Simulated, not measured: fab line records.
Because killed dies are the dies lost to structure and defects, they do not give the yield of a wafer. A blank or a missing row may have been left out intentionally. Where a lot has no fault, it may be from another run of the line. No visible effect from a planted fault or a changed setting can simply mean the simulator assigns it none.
Matching of chambers :: flow n5_finfet :: rie_diel-03 running N5_BEOL_M13_ETCH_68: 4 sister chambers
The step etches SOC in N2/H2, time 355 s. 8 wafers are shown with their chamber, then 8 later ones without.

## WAFERS WITH THEIR CHAMBER
wafer: L075.4
chamber: 2
drypump_motor_current_A (A): 6.6
showerhead_plenum_p_Torr (Torr): 2.50

wafer: L079.4
chamber: 3
drypump_motor_current_A (A): 6.4
showerhead_plenum_p_Torr (Torr): 2.61

wafer: L083.4
chamber: 3
drypump_motor_current_A (A): 6.4
showerhead_plenum_p_Torr (Torr): 2.60

wafer: L088.1
chamber: 2
drypump_motor_current_A (A): 6.6
showerhead_plenum_p_Torr (Torr): 2.49

wafer: L087.2
chamber: 1
drypump_motor_current_A (A): 5.9
showerhead_plenum_p_Torr (Torr): 2.47

wafer: L087.3
chamber: 0
drypump_motor_current_A (A): 5.3
showerhead_plenum_p_Torr (Torr): 2.52

wafer: L087.6
chamber: 0
drypump_motor_current_A (A): 5.3
showerhead_plenum_p_Torr (Torr): 2.52

wafer: L094.2
chamber: 1
drypump_motor_current_A (A): 5.8
showerhead_plenum_p_Torr (Torr): 2.47

## WAFERS WITHOUT THEIR CHAMBER
wafer: L094.3
drypump_motor_current_A (A): 6.4
showerhead_plenum_p_Torr (Torr): 2.59

wafer: L094.5
drypump_motor_current_A (A): 5.9
showerhead_plenum_p_Torr (Torr): 2.47

wafer: L096.4
drypump_motor_current_A (A): 5.3
showerhead_plenum_p_Torr (Torr): 2.52

wafer: L096.5
drypump_motor_current_A (A): 6.4
showerhead_plenum_p_Torr (Torr): 2.59

wafer: L096.6
drypump_motor_current_A (A): 5.3
showerhead_plenum_p_Torr (Torr): 2.52

wafer: L097.2
drypump_motor_current_A (A): 5.8
showerhead_plenum_p_Torr (Torr): 2.47

wafer: L097.4
drypump_motor_current_A (A): 6.6
showerhead_plenum_p_Torr (Torr): 2.48

wafer: L097.5
drypump_motor_current_A (A): 5.8
showerhead_plenum_p_Torr (Torr): 2.47

## THE CHAMBER EACH PASSED THROUGH
wafer: L094.3
from the rows above: 3
in truth: 3

wafer: L094.5
from the rows above: 1
in truth: 1

wafer: L096.4
from the rows above: 0
in truth: 0

wafer: L096.5
from the rows above: 3
in truth: 3

wafer: L096.6
from the rows above: 0
in truth: 0

wafer: L097.2
from the rows above: 1
in truth: 1

wafer: L097.4
from the rows above: 2
in truth: 2

wafer: L097.5
from the rows above: 1
in truth: 1
8 of 8 placed correctly. Not placeable from these rows: 0. Wrongly placed: 0.
How it was worked out, from the rows above alone: a wafer's distance from a chamber is the root of the sum, over the readings, of the square of ((its reading less the chamber's mean) divided by the reading's scatter). The wafer belongs to the nearest chamber; if the next one is less than 2 further off, it can't be placed. Each chamber's mean is taken over the wafers shown for it. The scatter is the square root of a quotient: the sum, over the shown wafers, of each reading's squared deviation from its chamber's mean, divided by wafers minus chambers.
